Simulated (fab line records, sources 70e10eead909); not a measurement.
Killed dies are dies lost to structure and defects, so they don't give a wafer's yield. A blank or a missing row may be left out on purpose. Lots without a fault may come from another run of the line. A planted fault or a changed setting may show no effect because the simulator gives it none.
fab line records | flow nand_harc | part 1 of 2: steps 1 to 27 of 38
record lots=5 wafers=15 last_day=24
route steps=1159 shown P_ZERO_WELL@14
lots that met no fault: from a run of the same line without faults
start_h: hours from the record's first day to the start of the lot's first wafer shown | wait_h: hours since the lot's step before | " the same as in the row above | L1.1+2: a row that stands for several wafers | - no value, or no start given | * or withheld: withheld | < > ~ a bound
route shown NAME@n: a module of which the file shows steps, and the number in the route of the first | usual: mean/standard deviation of fault-free wafers | same: alike in all rows | chamber/n: place in a boat | sites: the reading at each site | _std_site: their standard deviation | _edge_site: outer sites' mean less inner sites' | radius_mm: how far each site lies from the wafer's centre | mask NAME#n: copy n | behind: the tool/chamber that last shaped the wafer | hold: why the lot was held/for how many hours/how that ended | device: the transistor (n, p or np) that didn't switch | end of line: the same wafers' tests at the end of the route | a step without rows: its recipe alone | killed: dies lost to structure and defects at the first sort, not the wafer's yield | map: a wafer's dies, x killed, . not, _ none there
set.NAME: the setting as run; set.NAME@STEP: as run at that earlier step | model.NAME: the simulator's own value behind a step, which no gauge read
lots at some steps of the route; a table a step, a row a wafer
services: from which hour (start_h, from the record's first day; less than 0 if before it) a tool's chamber was out of use, for how many hours, and why
## steps
# step NHARC_P_ZERO_WELL_CD_MEAS_11
# recipe target_cd_nm=500 landing_energy_ev=500
# usual cd_nm=500.6/1.6
# columns lot.wafer tool chamber start_h wait_h cd_nm
L078.1 cd_sem-03 0 37.24 - 500.6
L078.3 " 0 " " 500.2
L078.6 " 0 " " 499.6
L080.2 cd_sem-03 0 49.14 - 501.4
L080.3 " 0 " " 498.8
L080.4 " 0 " " 500.8
L085.2 cd_sem-01 0 79.12 - 499.5
L085.4 " 0 " " 500.1
L085.5 " 0 " " 500.2
L088.2 cd_sem-01 0 97.24 - 501.3
L088.5 " 0 " " 501.2
L088.6 " 0 " " 501.2
L096.4 cd_sem-02 0 145.16 - 500.1
L096.5 " 0 " " 500.5
L096.6 " 0 " " 500.5
# step NHARC_P_ZERO_WELL_HARDBAKE_12
# recipe temp_c=118 time_s=65
# columns lot.wafer tool chamber start_h wait_h
L078.1+3+6 litho_track-02 0 37.32 -
L080.2+3+4 litho_track-05 0 49.22 -
L085.2+4+5 litho_track-03 0 79.20 -
L088.2+5+6 litho_track-03 0 97.32 -
L096.4+5+6 litho_track-02 0 145.24 -
# step NHARC_P_ZERO_WELL_DESCUM_13
# recipe time_s=3 o2_flow_sccm=200 ar_flow_sccm=0 bias_power_w=0 chemistry=O2
# usual drypump_motor_current_A=5.7/0.41 mfc_ar_sccm=0.015/0.013 oes_product_au=1.001/0.0085 rf_vpp_V=57.9/0.87 showerhead_plenum_p_Torr=1.94/0.073 throttle_valve_pct=11.311/0.0085
# columns lot.wafer tool chamber start_h wait_h drypump_motor_current_A mfc_ar_sccm oes_product_au rf_hours_counter_h rf_vpp_V showerhead_plenum_p_Torr throttle_valve_pct
L078.1 rie_diel-05 3 37.39 - 6.1 0.036 1.016 2 58.8 1.92 11.304
L078.3 " 0 " " 5.5 0 1.002 2 56.6 1.95 11.302
L078.6 " 0 " " 5.5 0 1.002 - 57.2 1.95 11.305
L080.3 rie_diel-05 0 49.29 - 5.5 0 1.013 3 58.3 1.95 11.322
L080.2 " 1 " " 5.5 0 0.997 2 58.5 2.01 11.315
L080.4 " 2 " " 5.2 0.029 0.999 3 58.6 2.02 11.310
L085.2 rie_diel-05 3 79.27 - 6.1 0.036 1.010 5 58.4 1.92 11.311
L085.4 " 1 " " 5.5 0 1.009 4 57.7 2.00 11.307
L085.5 " 0 " " 5.5 0 1.010 - 58.2 1.95 11.301
L088.2 rie_diel-10 1 97.41 - 5.5 0.013 0.997 7 56.2 1.89 11.311
L088.6 " 0 " " 5.3 0.017 1.000 - 58.8 1.82 11.310
L088.5 " 1 " " 5.5 0.013 0.997 - 57.6 1.89 11.314
L096.4 rie_diel-07 2 145.32 - 6.4 0.000 1.011 6 56.3 1.79 11.302
L096.6 " 0 " " 6.1 0 1.010 - 57.6 2.00 11.309
L096.5 " 1 " " 5.5 0.008 1.015 - 56.9 2.04 11.313
# step NHARC_P_ZERO_WELL_ETCH_65
# recipe target_depth_a=800 overetch_a=240 time_s=87.88 ion_energy_ev=200 n2_flow_sccm=150 h2_flow_sccm=150 ar_flow_sccm=0 rf_w=400 bias_w=150 chemistry=N2/H2
# usual bias_w=150.0/0.44 drypump_motor_current_A=5.7/0.41 mfc_ar_sccm=0.015/0.013 oes_product_au=1.001/0.0091 rf_vpp_V=431.4/2.3 showerhead_plenum_p_Torr=2.07/0.08 throttle_valve_pct=14.172/0.0083
# columns lot.wafer tool chamber start_h wait_h bias_w drypump_motor_current_A mfc_ar_sccm oes_product_au rf_hours_counter_h rf_vpp_V showerhead_plenum_p_Torr throttle_valve_pct
L078.1 rie_diel-05 1 37.49 0.1 149.6 5.5 0 1.002 2 433.2 2.14 14.185
L078.3 " 2 " " 150.1 5.2 0.029 0.995 2 432.1 2.16 14.164
L078.6 " 1 " " 150.0 5.5 0 1.008 - 433.7 2.14 14.176
L080.3 rie_diel-05 1 49.38 0.1 149.2 5.5 0 1.011 2 433.1 2.14 14.172
L080.4 " 2 " " 149.5 5.2 0.029 0.994 3 432.8 2.16 14.175
L080.2 " 3 " " 150.1 6.1 0.036 1.016 3 430.8 2.05 14.174
L085.4 rie_diel-05 2 79.36 0.1 150.6 5.2 0.029 0.991 4 431.6 2.15 14.186
L085.2 " 3 " " 150.4 6.1 0.036 1.011 5 430.8 2.05 14.177
L085.5 " 2 " " 150.4 5.2 0.029 1.003 - 432.5 2.15 14.172
L088.2 rie_diel-10 3 97.48 0.1 150.3 5.1 0.026 1.004 9 432.9 2.11 14.179
L088.5 " 3 " " 149.8 5.1 0.026 1.007 - 433.3 2.11 14.176
L088.6 " 0 " " 149.7 5.3 0.017 0.994 - 427.8 1.94 14.169
L096.4 rie_diel-07 0 145.41 0.1 149.9 6.2 0 0.994 6 432.0 2.13 14.162
L096.5 " 1 " " 149.6 5.5 0.008 1.008 - 432.2 2.18 14.160
L096.6 " 2 " " 150.3 6.5 0.000 0.997 - 425.8 1.91 14.167
# step NHARC_P_ZERO_WELL_ETCH_62
# recipe target_depth_a=130 time_s=6.5 chf3_flow_sccm=50 ar_flow_sccm=200 rf_w=500 bias_w=200 chemistry=CHF3/Ar
# usual bias_w=200.1/0.63 drypump_motor_current_A=5.7/0.43 mfc_ar_sccm=199.9/0.62 oes_product_au=0.962/0.019 rf_vpp_V=371.3/1.9 showerhead_plenum_p_Torr=2.37/0.085 throttle_valve_pct=20.217/0.0087
# columns lot.wafer tool chamber start_h wait_h bias_w drypump_motor_current_A mfc_ar_sccm oes_product_au rf_hours_counter_h rf_vpp_V showerhead_plenum_p_Torr throttle_valve_pct
L078.1 rie_diel-05 0 - - 199.7 5.5 200.9 0.969 2 371.6 2.39 20.212
L078.3 " 1 " " 200.7 5.5 200.0 0.981 2 372.2 2.45 20.216
L078.6 " 1 " " 199.5 5.5 200.1 0.979 - 374.7 2.45 20.234
L080.4 rie_diel-05 3 - - 200.0 6.1 199.7 0.957 3 370.6 2.35 20.207
L080.3 " 0 " " 199.4 5.5 200.6 0.950 3 372.3 2.39 20.211
L080.2 " 1 " " 200.6 5.5 200.5 0.948 2 373.2 2.45 20.224
L085.2 rie_diel-05 3 - - 200.9 6.1 200.0 0.965 5 369.7 2.35 20.218
L085.4 " 1 " " 201.3 5.5 199.0 0.987 4 372.4 2.45 20.205
L085.5 " 2 " " 200.6 5.2 200.0 0.969 - 372.4 2.47 20.223
L088.2 rie_diel-10 2 - - 200.0 5.7 199.4 0.965 9 370.0 2.28 20.215
L088.6 " 2 " " 199.6 5.7 199.8 0.969 - 369.7 2.28 20.211
L088.5 " 3 " " 200.9 5.1 199.8 0.997 - 371.9 2.42 20.200
L096.4 rie_diel-07 1 - - 200.0 5.5 199.7 0.966 6 373.6 2.50 20.217
L096.6 " 2 " " 200.5 6.4 200.9 0.976 - 367.4 2.20 20.233
L096.5 " 3 " " 200.1 6.5 200.3 0.975 - 370.7 2.36 20.212
# step NHARC_P_ZERO_WELL_ETCH_63
# recipe target_depth_a=1200 time_s=40.1 hbr_flow_sccm=150 cl2_flow_sccm=50 rf_w=400 icp_w=400 bias_w=100 chemistry=HBr/Cl2
# usual bias_w=100.07/0.29 drypump_motor_current_A=5.8/0.47 oes_product_au=1.005/0.0096 throttle_valve_pct=26.405/0.0088
# columns lot.wafer tool chamber start_h wait_h bias_w drypump_motor_current_A oes_product_au rf_hours_counter_h throttle_valve_pct
L078.1 rie_si-06 2 37.66 - 99.62 5.4 1.000 0.2 26.406
L078.3 " 3 " " 100.14 6.1 1.009 0.2 26.391
L078.6 " 2 " " 99.84 5.4 0.996 - 26.423
L080.2 rie_si-05 3 49.56 - 100.31 4.9 1.012 1.0 26.399
L080.3 " 0 " " 99.96 6.0 0.978 0.9 26.417
L080.4 " 1 " " 99.58 6.3 0.995 1.1 26.393
L085.4 rie_si-02 1 79.53 - 100.02 5.3 0.983 0.3 26.396
L085.2 " 2 " " 100.07 5.3 1.009 0.3 26.398
L085.5 " 1 " " 100.03 5.2 0.979 - 26.405
L088.2 rie_si-06 2 97.70 - 99.95 5.4 0.995 0.8 26.400
L088.5 " 3 " " 100.00 6.1 1.011 - 26.395
L088.6 " 0 " " 100.29 6.2 0.998 - 26.419
L096.4 rie_si-05 3 145.56 - 100.22 4.9 0.986 0.9 26.404
L096.6 " 3 " " 100.12 4.9 0.987 - 26.400
L096.5 " 0 " " 100.28 6.0 0.995 - 26.405
# step NHARC_P_ZERO_WELL_STRIP_15
# recipe time_s=900 temp_c=130 chemistry=SPM
# columns lot.wafer tool chamber start_h wait_h
L078.6+1+3 wet_bench-04 1,3,5 37.80 -
L080.4+2+3 wet_bench-01 4,6,1 49.70 -
L085.2+4+5 wet_bench-01 1,3,4 79.69 -
L088.6+5+2 wet_bench-01 7,1,3 97.81 -
L096.6+5+4 wet_bench-09 3,4,6 145.75 -
# step NHARC_P_ZERO_WELL_DEHYDRATE_16
# recipe temp_c=150 time_s=120
# columns lot.wafer tool chamber start_h wait_h
L078.1+3+6 litho_track-02 0 38.15 -
L080.2+3+4 litho_track-03 0 50.05 -
L085.2+4+5 litho_track-02 0 80.03 -
L088.2+5+6 litho_track-05 0 98.16 -
L096.4+5+6 litho_track-03 0 146.12 -
# step NHARC_P_ZERO_WELL_HMDS_17
# recipe time_s=30
# columns lot.wafer tool chamber start_h wait_h
L078.1+3+6 litho_track-02 0 - -
L080.2+3+4 litho_track-03 0 - -
L085.2+4+5 litho_track-02 0 - -
L088.2+5+6 litho_track-05 0 - -
L096.4+5+6 litho_track-03 0 - -
# step NHARC_P_ZERO_WELL_COAT_18
# recipe spin_rpm=withheld
# columns lot.wafer tool chamber start_h wait_h
L078.1+3+6 litho_track-02 0 - -
L080.2+3+4 litho_track-03 0 - -
L085.2+4+5 litho_track-02 0 - -
L088.2+5+6 litho_track-05 0 - -
L096.4+5+6 litho_track-03 0 - -
# step NHARC_P_ZERO_WELL_SOFTBAKE_19
# recipe temp_c=122 time_s=95
# columns lot.wafer tool chamber start_h wait_h
L078.1+3+6 litho_track-02 0 - -
L080.2+3+4 litho_track-03 0 - -
L085.2+4+5 litho_track-02 0 - -
L088.2+5+6 litho_track-05 0 - -
L096.4+5+6 litho_track-03 0 - -
# step NHARC_P_ZERO_WELL_EBR_20
# columns lot.wafer tool chamber start_h wait_h
L078.1+3+6 litho_track-02 0 - -
L080.2+3+4 litho_track-03 0 - -
L085.2+4+5 litho_track-02 0 - -
L088.2+5+6 litho_track-05 0 - -
L096.4+5+6 litho_track-03 0 - -
# step NHARC_P_ZERO_WELL_EXPOSE_21
# recipe na=0.6 target_cd_nm=720 dose_mj=22.31 mask_id=P_NWELL
# columns lot.wafer tool chamber start_h wait_h mask
L078.1+3+6 krf_scanner-03 0 38.30 - P_NWELL#0
L080.2+3+4 krf_scanner-01 0 50.32 - P_NWELL#0
L085.2+4+5 krf_scanner-03 0 80.18 - P_NWELL#0
L088.2+5+6 krf_scanner-04 0 98.31 - P_NWELL#0
L096.4+5+6 krf_scanner-01 0 146.40 - P_NWELL#0
# step NHARC_P_ZERO_WELL_PEB_22
# recipe peb_temp_c=118 peb_time_s=85
# columns lot.wafer tool chamber start_h wait_h
L078.1+3+6 litho_track-02 0 38.36 0.1
L080.2+3+4 litho_track-03 0 50.39 0.1
L085.2+4+5 litho_track-03 0 80.24 0.1
L088.2+5+6 litho_track-02 0 98.37 0.1
L096.4+5+6 litho_track-03 0 146.45 0.0
# step NHARC_P_ZERO_WELL_DEVELOP_23
# recipe time_s=70
# columns lot.wafer tool chamber start_h wait_h
L078.1+3+6 litho_track-02 0 - -
L080.2+3+4 litho_track-03 0 - -
L085.2+4+5 litho_track-03 0 - -
L088.2+5+6 litho_track-02 0 - -
L096.4+5+6 litho_track-03 0 - -
# step NHARC_P_ZERO_WELL_CD_MEAS_24
# recipe target_cd_nm=720 landing_energy_ev=500
# usual cd_nm=719.7/2.2
# columns lot.wafer tool chamber start_h wait_h cd_nm
L078.1 cd_sem-01 0 38.45 - 718.3
L078.3 " 0 " " 717.4
L078.6 " 0 " " 720.1
L080.2 cd_sem-01 0 50.48 - 721.6
L080.3 " 0 " " 718.8
L080.4 " 0 " " 722.1
L085.2 cd_sem-02 0 80.34 - 722.7
L085.4 " 0 " " 718.4
L085.5 " 0 " " 720.9
L088.2 cd_sem-02 0 98.46 - 721.2
L088.5 " 0 " " 718.2
L088.6 " 0 " " 719.5
L096.4 cd_sem-01 0 146.55 - 720.1
L096.5 " 0 " " 716.1
L096.6 " 0 " " 718.5
# step NHARC_P_ZERO_WELL_HARDBAKE_25
# recipe temp_c=125 time_s=80
# columns lot.wafer tool chamber start_h wait_h
L078.1+3+6 litho_track-02 0 38.53 -
L080.2+3+4 litho_track-03 0 50.56 -
L085.2+4+5 litho_track-05 0 80.42 -
L088.2+5+6 litho_track-02 0 98.54 -
L096.4+5+6 litho_track-03 0 146.63 -
# step NHARC_P_ZERO_WELL_DESCUM_26
# recipe time_s=3 o2_flow_sccm=200 ar_flow_sccm=0 bias_power_w=0 chemistry=O2
# usual drypump_motor_current_A=5.7/0.43 mfc_ar_sccm=0.016/0.014 oes_product_au=1.001/0.0092 rf_vpp_V=57.9/0.86 showerhead_plenum_p_Torr=1.95/0.072 throttle_valve_pct=11.311/0.0089
# columns lot.wafer tool chamber start_h wait_h drypump_motor_current_A mfc_ar_sccm oes_product_au rf_hours_counter_h rf_vpp_V showerhead_plenum_p_Torr throttle_valve_pct
L078.1 rie_diel-05 2 38.61 - 5.2 0.029 0.991 2 57.1 2.02 11.339
L078.3 " 1 " " 5.5 0 0.997 2 58.7 2.01 11.304
L078.6 " 3 " " 6.1 0.036 1.002 - 57.4 1.92 11.323
L080.4 rie_diel-07 0 50.64 - 6.2 0 0.995 11 59.1 2.00 11.309
L080.2 " 2 " " 6.4 0.000 1.007 11 57.1 1.79 11.315
L080.3 " 3 " " 6.5 0.031 0.986 10 56.9 1.93 11.326
L085.2 rie_diel-10 3 80.51 - 5.1 0.026 1.006 7 58.9 1.98 11.304
L085.4 " 1 " " 5.6 0.013 0.992 6 57.3 1.89 11.301
L085.5 " 2 " " 5.7 0.023 0.998 - 56.3 1.86 11.309
L088.2 rie_diel-10 1 98.66 - 5.5 0.013 0.976 7 58.2 1.89 11.310
L088.5 " 2 " " 5.7 0.023 0.987 - 57.2 1.86 11.311
L088.6 " 3 " " 5.1 0.026 0.998 - 59.2 1.98 11.306
L096.4 rie_diel-05 3 146.74 - 6.2 0.036 1.008 9 57.9 1.92 11.319
L096.6 " 0 " " 5.5 0 1.008 - 58.9 1.95 11.297
L096.5 " 1 " " 5.4 0 1.013 - 58.3 2.00 11.306
# step NHARC_P_ZERO_WELL_IMPLANT_27
# recipe energy_kev=600 dose_cm2=1e+13 tilt_deg=7
# usual beam_energy_keV=600.03/0.18 beam_on_s=10.00/0.18 dose_ions_cm2=1e+13/1.2e+10
# columns lot.wafer tool chamber start_h wait_h beam_energy_keV beam_on_s dose_ions_cm2
L078.1 implanter-01 0 38.76 0.1 599.99 9.66 9.99e+12
L078.3 " 0 " " 599.90 10.19 9.975e+12
L078.6 " 0 " " 599.95 10.05 9.985e+12
L080.2 implanter-01 0 50.81 0.1 599.68 9.96 9.992e+12
L080.3 " 0 " " 599.45 10.24 9.997e+12
L080.4 " 0 " " 599.96 9.98 1.0001e+13
L085.2 implanter-01 0 80.68 0.2 600.19 9.99 9.988e+12
L085.4 " 0 " " 600.12 10.12 1.0007e+13
L085.5 " 0 " " 600.04 9.99 9.985e+12
L088.2 implanter-01 0 98.80 0.1 600.18 10.35 1.0011e+13
L088.5 " 0 " " 600.23 10.06 1.0013e+13
L088.6 " 0 " " 600.19 9.58 1.0026e+13
L096.4 implanter-01 0 146.94 0.2 600.05 9.91 1.0009e+13
L096.5 " 0 " " 599.92 10.28 1.0021e+13
L096.6 " 0 " " 599.95 9.91 9.996e+12
# step NHARC_P_ZERO_WELL_IMPLANT_57
# recipe energy_kev=250 dose_cm2=4e+12 tilt_deg=7
# usual beam_energy_keV=249.99/0.074 beam_on_s=10.02/0.19 dose_ions_cm2=4e+12/3.6e+09
# columns lot.wafer tool chamber start_h wait_h beam_energy_keV beam_on_s dose_ions_cm2
L078.1 implanter-01 0 38.94 0.2 249.89 10.04 4.004e+12
L078.3 " 0 " " 249.95 9.87 3.998e+12
L078.6 " 0 " " 250.02 9.74 4.004e+12
L080.2 implanter-01 0 50.99 0.2 249.95 10.17 3.991e+12
L080.3 " 0 " " 250.08 10.32 4e+12
L080.4 " 0 " " 250.07 9.65 3.996e+12
L085.2 implanter-01 0 80.86 0.2 250.03 10.34 3.99e+12
L085.4 " 0 " " 250.02 9.85 3.997e+12
L085.5 " 0 " " 249.99 10.30 3.997e+12
L088.2 implanter-01 0 98.98 0.2 250.03 10.45 4.002e+12
L088.5 " 0 " " 249.93 10.17 3.999e+12
L088.6 " 0 " " 249.95 9.79 4.003e+12
L096.4 implanter-01 0 147.12 0.2 249.91 10.38 4.004e+12
L096.5 " 0 " " 249.84 10.00 4.005e+12
L096.6 " 0 " " 249.76 10.05 4.007e+12
# step NHARC_P_ZERO_WELL_IMPLANT_58
# recipe energy_kev=100 dose_cm2=2e+12 tilt_deg=7
# usual beam_energy_keV=100.00/0.027 beam_on_s=10.00/0.19 dose_ions_cm2=1.9997e+12/2.1e+09
# columns lot.wafer tool chamber start_h wait_h beam_energy_keV beam_on_s dose_ions_cm2
L078.1 implanter-01 0 39.12 0.1 99.996 10.11 2.0019e+12
L078.3 " 0 " " 100.04 10.05 2.0027e+12
L078.6 " 0 " " 100.00 10.24 2.0003e+12
L080.2 implanter-01 0 51.18 0.2 99.991 10.46 1.9974e+12
L080.3 " 0 " " 99.967 9.71 1.9991e+12
L080.4 " 0 " " 100.02 10.05 2.0009e+12
L085.2 implanter-01 0 81.04 0.2 99.997 10.07 2.0031e+12
L085.4 " 0 " " 100.02 9.71 2.0028e+12
L085.5 " 0 " " 100.01 9.89 2.0013e+12
L088.2 implanter-01 0 99.16 0.2 99.971 10.15 2.0012e+12
L088.5 " 0 " " 99.957 9.58 1.9979e+12
L088.6 " 0 " " 99.915 10.19 2.0005e+12
L096.4 implanter-01 0 147.30 0.2 100.01 9.83 1.9994e+12
L096.5 " 0 " " 100.04 10.01 1.998e+12
L096.6 " 0 " " 100.02 9.84 1.9995e+12
# step NHARC_P_ZERO_WELL_STRIP_28
# recipe time_s=840 temp_c=130 chemistry=SPM
# columns lot.wafer tool chamber start_h wait_h
L078.3+6+1 wet_bench-09 7,2,3 39.34 0.1
L080.4+3+2 wet_bench-01 1,3,4 51.39 0.1
L085.2+5+4 wet_bench-04 0,1,4 81.22 0.2
L088.2+5+6 wet_bench-04 6,2,3 99.35 0.2
L096.4+5+6 wet_bench-01 5,7,1 147.42 0.1
# step NHARC_P_ZERO_WELL_DEHYDRATE_29
# recipe temp_c=150 time_s=120
# columns lot.wafer tool chamber start_h wait_h
L078.1+3+6 litho_track-02 0 39.67 -
L080.2+3+4 litho_track-02 0 51.71 -
L085.2+4+5 litho_track-02 0 81.56 -
L088.2+5+6 litho_track-03 0 99.69 -
L096.4+5+6 litho_track-05 0 147.76 -
# step NHARC_P_ZERO_WELL_HMDS_30
# recipe time_s=30
# columns lot.wafer tool chamber start_h wait_h
L078.1+3+6 litho_track-02 0 - -
L080.2+3+4 litho_track-02 0 - -
L085.2+4+5 litho_track-02 0 - -
L088.2+5+6 litho_track-03 0 - -
L096.4+5+6 litho_track-05 0 - -
# step NHARC_P_ZERO_WELL_COAT_31
# recipe spin_rpm=withheld
# columns lot.wafer tool chamber start_h wait_h
L078.1+3+6 litho_track-02 0 - -
L080.2+3+4 litho_track-02 0 - -
L085.2+4+5 litho_track-02 0 - -
L088.2+5+6 litho_track-03 0 - -
L096.4+5+6 litho_track-05 0 - -
# step NHARC_P_ZERO_WELL_SOFTBAKE_32
# recipe temp_c=122 time_s=95
# columns lot.wafer tool chamber start_h wait_h
L078.1+3+6 litho_track-02 0 - -
L080.2+3+4 litho_track-02 0 - -
L085.2+4+5 litho_track-02 0 - -
L088.2+5+6 litho_track-03 0 - -
L096.4+5+6 litho_track-05 0 - -
# step NHARC_P_ZERO_WELL_EBR_33
# columns lot.wafer tool chamber start_h wait_h
L078.1+3+6 litho_track-02 0 - -
L080.2+3+4 litho_track-02 0 - -
L085.2+4+5 litho_track-02 0 - -
L088.2+5+6 litho_track-03 0 - -
L096.4+5+6 litho_track-05 0 - -
